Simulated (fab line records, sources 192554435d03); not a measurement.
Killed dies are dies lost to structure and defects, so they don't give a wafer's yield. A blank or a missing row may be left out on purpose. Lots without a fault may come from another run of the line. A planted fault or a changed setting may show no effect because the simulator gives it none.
fab line records | flow n5_finfet
record lots=4 wafers=12 last_day=17
route steps=1938 shown MOL_CONTACT_COAG@551 BEOL_M4@1111 PASSIVATION@1936
lots that met no fault: from a run of the same line without faults
start_h: hours from the record's first day to the start of the lot's first wafer shown | wait_h: hours since the lot's step before | " the same as in the row above | L1.1+2: a row that stands for several wafers | - no value, or no start given | * or withheld: withheld | < > ~ a bound
route shown NAME@n: a module of which the file shows steps, and the number in the route of the first | usual: mean/standard deviation of fault-free wafers | same: alike in all rows | chamber/n: place in a boat | sites: the reading at each site | _std_site: their standard deviation | _edge_site: outer sites' mean less inner sites' | radius_mm: how far each site lies from the wafer's centre | mask NAME#n: copy n | behind: the tool/chamber that last shaped the wafer | hold: why the lot was held/for how many hours/how that ended | device: the transistor (n, p or np) that didn't switch | end of line: the same wafers' tests at the end of the route | a step without rows: its recipe alone | killed: dies lost to structure and defects at the first sort, not the wafer's yield | map: a wafer's dies, x killed, . not, _ none there
set.NAME: the setting as run; set.NAME@STEP: as run at that earlier step | model.NAME: the simulator's own value behind a step, which no gauge read
lots at some steps of the route; a table a step, a row a wafer
services: from which hour (start_h, from the record's first day; less than 0 if before it) a tool's chamber was out of use, for how many hours, and why
## steps
# step N5_MOL_CONTACT_COAG_SPUTTER_130
# recipe material=Co target_thk_a=475 temp_c=25 chamber_pressure_pa=0.5 power_w=3000
# step N5_MOL_CONTACT_COAG_PRECLEAN_125
# recipe chemistry=DIW time_s=57.5 temp_c=23
# step N5_MOL_CONTACT_COAG_SRD_126
# recipe dry_time_s=32 dry=n2_spin spin_rpm=1500
# step N5_MOL_CONTACT_COAG_CMP_23
# recipe stop_on=SiO2 t_overpolish_s=1.5 post_cmp_clean=cu_alkaline down_force_psi=2 platen_rpm=50.289 pad_velocity_m_s=1.0006 target_thk_nm=0
# step N5_MOL_CONTACT_COAG_WET_ETCH_26
# recipe target=Co target_depth_nm=13
# step N5_MOL_CONTACT_COAG_WET_ETCH_116
# recipe chemistry=SC1-inhibited target_depth_nm=4.6 dry=ipa_marangoni rinse_time_s=30 rinse_temp_c=23
# step N5_MOL_CONTACT_COAG_ALD_27
# recipe material=SiOC target_thk_a=170 temp_c=400 ald_precursor_family=carbosiloxane ald_co_reactant=H2-plasma pulse_time_s=1.5 time_s=2720 purge_time_s=2 co_reactant_purge_time_s=2 ald_cycles=340 pressure_torr=2
# step N5_MOL_CONTACT_COAG_CMP_28
# recipe stop_on=SiNx t_overpolish_s=0.85 post_cmp_clean=alkaline_brush down_force_psi=4.15 platen_rpm=51.8 pad_velocity_m_s=1.0307 target_thk_nm=14.522
# step N5_MOL_CONTACT_COAG_ALD_123
# recipe material=SiNx target_thk_a=50 temp_c=400 ald_precursor_family=SiH2I2 ald_co_reactant=N2/H2-plasma pulse_time_s=1 purge_time_s=2 co_reactant_purge_time_s=2 ald_cycles=100 pressure_torr=2
# step N5_MOL_CONTACT_COAG_PECVD_31
# recipe material=SiO2 target_thk_a=460 temp_c=400 precursor=TEOS/O2 pressure_torr=6.5 rf_w=withheld teos_flow_sccm=withheld gas=O2 flow_sccm=2650 time_s=8.9
# usual chamber_pressure_Torr=6.500/0.015
# columns lot.wafer tool chamber start_h wait_h chamber_pressure_Torr since_wet_clean_h model.SiO2_of_MOL_CONTACT_COAG_PECVD_31.thk_nm
L483.1 pecvd-02 0 113.61 0.3 6.512 636 45.6
L483.5 " 0 " " 6.521 - 46
L483.6 " 1 " " 6.485 - 45.8
L494.1 pecvd-02 0 188.87 0.3 6.496 712 54.6
L494.2 " 2 " " 6.515 2162 46
L494.4 " 2 " " 6.491 - 46.2
L495.1 pecvd-02 2 190.54 0.3 6.512 2163 54.6
L495.4 " 2 " " 6.510 - 46.6
L495.6 " 1 " " 6.513 - 48.2
L498.1 pecvd-03 0 210.56 0.3 6.513 1277 45
L498.4 " 0 " " 6.494 - 45.8
L498.5 " 1 " " 6.500 - 45.4
# step N5_MOL_CONTACT_COAG_COAT_75
# recipe resist=SOC temp_c=250 time_s=60 spin_rpm=1500 resist_thk_nm=60
# step N5_MOL_CONTACT_COAG_COAT_76
# recipe resist=SiARC temp_c=220 time_s=60 spin_rpm=1500 resist_thk_nm=10
# step N5_MOL_CONTACT_COAG_COAT_77
# recipe resist=underlayer temp_c=205 time_s=60 spin_rpm=1500 resist_thk_nm=10
# step N5_MOL_CONTACT_COAG_COAT_78
# recipe resist=CAR-EUV spin_rpm=1500 resist_thk_nm=40
# step N5_MOL_CONTACT_COAG_EBR_80
# recipe solvent=PGMEA ebr_width_mm=1.5
# step N5_MOL_CONTACT_COAG_SOFTBAKE_79
# recipe temp_c=110 time_s=60 resist=CAR-EUV
# step N5_MOL_CONTACT_COAG_EXPOSE_81
# recipe mask_id=VG na=0.33 source_shape=annular sigma_inner=0.3 sigma_outer=0.7 polarization=unpolarized defocus_nm=0 dose_mj=59.5
# step N5_MOL_CONTACT_COAG_PEB_82
# recipe peb_temp_c=100 peb_time_s=60 resist=CAR-EUV
# step N5_MOL_CONTACT_COAG_DEVELOP_83
# recipe develop_time_s=30 developer=TMAH resist=CAR-EUV rinse_liquid=surfactant_rinse dry=air_spin dev_temp_c=23
# step N5_MOL_CONTACT_COAG_DESCUM_88
# recipe chemistry=O2 time_s=7 source_power_w=50 bias_power_w=20 pressure_mtorr=20 rf_frequency_hz=2.712e+07 temp_c=40 resist=CAR-EUV o2_flow_sccm=225
# step N5_MOL_CONTACT_COAG_ETCH_89
# recipe chemistry=N2/H2 target=underlayer target_depth_a=130 mask_material=CAR-EUV time_s=10.4 ion_energy_ev=200 pressure_mtorr=30 source_w=840 bias_w=150 n2_flow_sccm=200 h2_flow_sccm=200 ends=cleared
# step N5_MOL_CONTACT_COAG_ETCH_90
# recipe chemistry=CF4 target=SiARC target_depth_a=130 mask_material=CAR-EUV time_s=21.7 ion_energy_ev=80 pressure_mtorr=40 source_w=545 bias_w=36 Ar_flow_sccm=100 cf4_flow_sccm=100 ends=cleared
# step N5_MOL_CONTACT_COAG_ALD_131
# recipe material=SiO2 target_thk_a=50 temp_c=100 ald_precursor_family=BDEAS ald_co_reactant=O2-plasma pulse_time_s=1 co_reactant_pulse_time_s=1 purge_time_s=2 co_reactant_purge_time_s=2 ald_cycles=35 pressure_torr=2
# step N5_MOL_CONTACT_COAG_ETCHBACK_132
# recipe chemistry=CHF3 target=SiO2 target_depth_a=100 time_s=6.7 ion_energy_ev=200 pressure_mtorr=30 source_w=610 bias_w=170 Ar_flow_sccm=200 CHF3_flow_sccm=50
# step N5_MOL_CONTACT_COAG_ETCH_91
# recipe chemistry=N2/H2 target=SOC target_depth_a=600 overetch_a=210 mask_material=SiARC temp_c=40 time_s=101.2 ion_energy_ev=200 pressure_mtorr=30 source_w=840 bias_w=150 n2_flow_sccm=200 h2_flow_sccm=200
# step N5_MOL_CONTACT_COAG_STRIP_92
# recipe chemistry=N2/H2 temp_c=40 n2_flow_sccm=200 h2_flow_sccm=200 rf_frequency_hz=6e+07
# step N5_MOL_CONTACT_COAG_STRIP_93
# recipe chemistry=N2/H2 temp_c=40 n2_flow_sccm=200 h2_flow_sccm=200 rf_frequency_hz=6e+07
# step N5_MOL_CONTACT_COAG_ETCHBACK_135
# recipe chemistry=CHF3 target=SiO2 target_depth_a=250 time_s=16.7 ion_energy_ev=200 pressure_mtorr=30 source_w=610 bias_w=170 Ar_flow_sccm=200 CHF3_flow_sccm=50
# step N5_MOL_CONTACT_COAG_STRIP_118
# recipe chemistry=CHF3 resist=SiARC rf_frequency_hz=6e+07
# step N5_MOL_CONTACT_COAG_VIA_ETCH_46
# recipe chemistry=C4F6/O2 target_depth_a=460 overetch_a=92 mask_material=SOC target=SiO2 bias_w=455 pressure_mtorr=10 time_s=40 source_w=325 Ar_flow_sccm=300 C4F6_flow_sccm=10 O2_flow_sccm=10 ion_energy_ev=575.3 ends=end_point
# usual drypump_motor_current_A=5.6/0.48 oes_product_au=0.72/0.063 rf_vpp_V=1590/24 showerhead_plenum_p_Torr=2.85/0.098 throttle_valve_pct=41.0/0.35
# columns lot.wafer tool chamber start_h wait_h drypump_motor_current_A oes_product_au rf_hours_counter_h rf_vpp_V showerhead_plenum_p_Torr throttle_valve_pct model.etch.depth_nm
L483.1 rie_diel-03 1 114.75 0.0 6.3 0.73 76 1621 2.89 41.1 45.64
L483.5 " 3 " " 5.7 0.75 - 1571 2.77 41.3 46.09
L483.6 " 0 " " 5.2 0.73 - 1592 2.98 41.2 45.87
L494.1 rie_diel-03 2 189.93 0.0 5.6 0.82 75 1620 2.75 40.7 54.61
L494.2 " 3 " " 5.7 0.72 97 1568 2.76 41.4 45.95
L494.4 " 0 " " 5.2 0.70 109 1590 2.97 41.2 46.21
L495.1 rie_diel-06 3 191.60 0.0 5.0 0.91 29 1617 3.04 41.1 54.69
L495.4 " 0 " " 5.3 0.82 20 1583 2.88 40.6 46.63
L495.6 " 3 " " 4.9 0.85 - 1616 3.04 41.0 48.18
L498.1 rie_diel-03 2 211.49 0.0 5.6 0.74 83 1619 2.74 40.6 45.07
L498.4 " 3 " " 5.7 0.71 105 1568 2.75 41.4 45.77
L498.5 " 2 " " 5.6 0.74 - 1620 2.74 40.6 45.4
# step N5_MOL_CONTACT_COAG_STRIP_96
# recipe chemistry=N2/H2 power_w=500 temp_c=40 pressure_mtorr=50 rf_frequency_hz=6e+07 overash_fraction=0.3 bias_power_w=28 h2_frac=0.5 n2_flow_sccm=300 h2_flow_sccm=300
# step N5_MOL_CONTACT_COAG_ETCH_47
# recipe chemistry=CH3F/O2 target=SiNx target_depth_a=270 mask_material=SiO2 stop_on=W over_etch_frac=0.2 ion_energy_ev=120 endpoint=OES-CN pressure_mtorr=30 source_w=395 bias_w=73 Ar_flow_sccm=150 CH3F_flow_sccm=30 O2_flow_sccm=20 ends=end_point
# step N5_MOL_CONTACT_COAG_STRIP_119
# recipe chemistry=N2/H2 time_s=30 power_w=1000 temp_c=250 pressure_mtorr=withheld n2_flow_sccm=1750 h2_flow_sccm=3250
# step N5_MOL_CONTACT_COAG_PRECLEAN_144
# recipe chemistry=alkaline_clean temp_c=60 time_s=60 do_ppb=50
# step N5_MOL_CONTACT_COAG_SRD_145
# recipe dry=ipa_marangoni time_s=30 temp_c=23 rinse_liquid=diw
# step N5_MOL_CONTACT_COAG_CMP_52
# recipe stop_on=SiO2 t_overpolish_s=1.5 post_cmp_clean=w_dilute_nh4oh down_force_psi=4 platen_rpm=50.289 pad_velocity_m_s=1.0006 target_thk_nm=66.5
# usual motor_current_A=11.9/1.4
# columns lot.wafer tool chamber start_h wait_h motor_current_A model.SiO2_of_MOL_CONTACT_COAG_PECVD_31.thk_nm
L483.1 cmp-04 3 116.88 0.0 11.8 43.6
L483.6 " 3 " " 10.7 43.8
L483.5 " 0 " " 14.5 44
L494.1 cmp-02 1 192.23 0.0 12.7 52.6
L494.4 " 3 " " 11.6 44.2
L494.2 " 0 " " 10.7 43.8
L495.4 cmp-02 2 193.87 0.1 11.2 44.6
L495.1 " 0 " " 10.6 52.6
L495.6 " 1 " " 12.7 46.2
L498.1 cmp-01 0 213.93 0.0 9.9 43
L498.4 " 3 " " 13.9 43.8
L498.5 " 0 " " 10.2 43.4
# step N5_MOL_CONTACT_COAG_THK_MEAS_53
# recipe reads=SiO2_of_MOL_CONTACT_COAG_PECVD_31
# usual VIA_MOL_THK=43.8/0.69
# columns lot.wafer tool chamber start_h wait_h VIA_MOL_THK[nm]
L483.1 film_metro-01 - 117.17 - 43.5
L483.5 " - " " 44.0
L483.6 " - " " 43.8
L494.1 film_metro-02 - 192.52 - 52.5
L494.2 " - " " 43.9
L494.4 " - " " 44.1
L495.1 film_metro-02 - 194.12 - 52.6
L495.4 " - " " 44.6
L495.6 " - " " 46.2
L498.1 film_metro-01 - 214.22 - 43.0
L498.4 " - " " 43.7
L498.5 " - " " 43.3
# step N5_BEOL_M4_RC_MEAS_101
# usual DIBL_N=36.0/2.2 DIBL_P=36.2/2.4 IOFF_N=0.16/0.035 IOFF_P=0.21/0.037 ION_N=672/13 ION_P=461/7 SS_N=71.4/0.69 SS_P=73.2/0.75 VT_N=250/3.4 VT_P=-251/3
# columns lot.wafer tool chamber start_h wait_h DIBL_N[mV/V] DIBL_P[mV/V] IOFF_N[nA/um] IOFF_P[nA/um] ION_N[uA/um] ION_P[uA/um] SS_N[mV/dec] SS_P[mV/dec] VT_N[mV] VT_P[mV]
L483.1 prober-01 0 207.81 0.1 36.6 36.3 0.14 0.21 674 464 71.2 72.9 252 -248
L483.5 " 0 " " 34.6 33.4 0.10 0.17 655 461 70.7 71.9 259 -250
L483.6 " 0 " " 36.5 36.1 0.13 0.21 671 468 71.8 72.7 252 -248
L495.1 prober-02 0 299.45 0.0 37.9 40.2 0.21 0.28 686 467 71.3 74.3 245 -246
L495.4 " 0 " " 34.5 35.1 0.14 0.20 656 456 71.1 73.0 249 -252
L495.6 " 0 " " 35.7 37.1 0.16 0.22 665 457 70.9 73.1 249 -248
L494.1 prober-02 0 302.11 0.0 34.2 34.2 0.13 0.17 652 448 71.5 73.1 256 -253
L494.2 " 0 " " 35.6 36.1 0.14 0.20 653 454 71.3 73.6 252 -253
L494.4 " 0 " " 35.8 36.4 0.15 0.20 672 458 71.1 73.3 252 -253
L498.1 prober-01 0 304.60 0.0 34.6 33.0 0.12 0.17 667 457 70.9 73.0 254 -252
L498.4 " 0 " " 38.7 38.7 0.21 0.26 688 470 71.4 74.3 244 -249
L498.5 " 0 " " 36.1 36.4 0.15 0.22 680 468 70.7 73.1 249 -249
# step N5_PASSIVATION_PROBE_49
# usual defect_limited_yield=91.2/1.4 killed_at_M0_to_M3=34/9.4 killed_at_M4_up=14/5.6 killed_at_contacts=13/7.8 killed_at_front_end=37/10 killed_at_other=4/3.3 killed_dies=103/17 killed_open=68/13 killed_short=33/8.2 sort_bin_5_function=5.1/0.92 sort_bin_6_memory=3.3/0.71 sort_n_pass=1077/17 sort_yield_pct=91.2/1.4
# same gross_dies=1180 killed_at_back_side=0 sort_bin_4_leakage[%]=0 sort_bin_8_speed[%]=0
# columns lot.wafer tool chamber start_h wait_h defect_limited_yield[%] killed_at_M0_to_M3 killed_at_M4_up killed_at_contacts killed_at_front_end killed_at_other killed_dies killed_open killed_short sort_bin_5_function[%] sort_bin_6_memory[%] sort_n_pass sort_yield_pct[%]
L495.1 prober-01 - 409.87 0.0 91.7 28 7 16 45 2 98 70 19 5.0 3.0 1082 91.7
L498.1 prober-02 - 412.84 0.0 91.7 40 9 11 34 4 98 55 35 3.9 3.6 1082 91.7
L498.4 prober-02 - 412.99 0.2 93.2 32 14 7 22 5 80 51 28 4.1 2.4 1100 93.2
L498.5 prober-02 - 413.04 0.2 92.9 29 19 9 24 3 84 58 26 4.5 2.5 1096 92.9
L494.1 prober-02 - 418.67 0.0 91.6 19 13 25 36 6 99 62 26 6.0 2.0 1081 91.6
# killed by level:class
L495.1 STI_FIN_REVEAL:geometric_particle:open=18 BEOL_M1:geometric_particle:open=10 FIN_SAQP:geometric_particle:open=9 MOL_CONTACT_COAG:area_etch=9 GATE_CUT:geometric_particle:open=6 MOL_CONTACT_COAG:geometric_particle:open=6 BEOL_M0_SAQP:geometric_particle:short=5 FIN_SAQP:geometric_particle:short=4
L498.1 BEOL_M0_SAQP:geometric_particle:short=13 BEOL_M0_SAQP:geometric_particle:open=12 MOL_CONTACT_COAG:geometric_particle:open=10 HKMG_FIN:area_etch=8 BEOL_M4:geometric_particle:open=6 STI_FIN_REVEAL:geometric_particle:open=5 FIN_SAQP:geometric_particle:open=4 ILD0:geometric_particle:open=3
L498.4 BEOL_M0_SAQP:geometric_particle:open=11 BEOL_M0_SAQP:geometric_particle:short=9 BEOL_M4:geometric_particle:open=8 MOL_CONTACT_COAG:geometric_particle:open=7 BEOL_M3:geometric_particle:open=7 FIN_SAQP:geometric_particle:short=4 PASS1_CAP:geometric_particle:short=4 STARTING-WAFER:geometric_particle:open=4
L498.5 BEOL_M4:geometric_particle:open=10 BEOL_M0_SAQP:geometric_particle:open=9 BEOL_M0_SAQP:geometric_particle:short=8 MOL_CONTACT_COAG:geometric_particle:open=7 FIN_SAQP:geometric_particle:open=5 STI_FIN_REVEAL:geometric_particle:open=4 GATE_CUT:geometric_particle:open=4 BEOL_M1:geometric_particle:open=4
L494.1 MOL_CONTACT_COAG:geometric_particle:open=15 FIN_SAQP:geometric_particle:open=10 MOL_CONTACT_COAG:area_etch=9 STI_FIN_REVEAL:geometric_particle:open=7 BEOL_M0_SAQP:geometric_particle:short=7 GATE_CUT:geometric_particle:short=4 BEOL_M4:geometric_particle:open=4 BEOL_M6:geometric_particle:open=4
## services
# columns tool chamber start_h hours kind
cmp-01 - 92.15 6.0 repair
pecvd-02 2 103.80 5.5 scheduled_down
pecvd-02 - 108.77 0.9 repair
cmp-04 - 112.58 3.5 pm
rie_diel-06 0 112.78 - clean
rie_diel-06 0 112.78 - consumable_replace:focus_ring
rie_diel-06 0 112.78 17.8 scheduled_down
rie_diel-06 0 112.78 17.8 vent_cycle
cmp-02 - 129.15 4.9 repair
pecvd-02 1 133.93 2.1 scheduled_down
pecvd-03 1 140.91 3.5 repair
cmp-01 - 153.41 0.8 repair
cmp-01 - 166.14 4.0 pm
cmp-01 - 170.14 - consumable_replace:conditioner
cmp-01 - 170.14 - consumable_replace:pad
pecvd-02 0 192.78 19.7 repair
rie_diel-06 - 202.66 1.0 repair
cmp-02 - 205.60 1.3 repair
cmp-04 - 209.07 7.8 pm
cmp-02 - 209.24 0.8 repair
pecvd-02 2 212.45 - clean
pecvd-02 2 212.45 - consumable_replace:showerhead
pecvd-02 2 212.45 29.0 scheduled_down
pecvd-02 2 212.45 29.0 vent_cycle
## key
first_sign step=N5_MOL_CONTACT_COAG_THK_MEAS_53 reading=VIA_MOL_THK direction=up sigmas=13 usual=43.8 struck=52.6
effect none on later readings
model_effect step=N5_MOL_CONTACT_COAG_PECVD_31 value=SiO2_of_MOL_CONTACT_COAG_PECVD_31.thk_nm without=46.1 struck=54.6
model_effect step=N5_MOL_CONTACT_COAG_VIA_ETCH_46 value=etch.depth_nm without=46.11 struck=54.65
model_effect step=N5_MOL_CONTACT_COAG_CMP_52 value=SiO2_of_MOL_CONTACT_COAG_PECVD_31.thk_nm without=44 struck=52.6
met_at N5_MOL_CONTACT_COAG_PECVD_31
struck_wafers L494.1,L495.1
onset_between 113.61 188.87
fault kind=process_parameter_drift tool=pecvd-02 chamber=- onset_h=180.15 steps=N5_MOL_CONTACT_COAG_PECVD_31 channel=time_s offset=* shape=step end_h=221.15 scope=struck_wafers_only acts_in=* stated=*
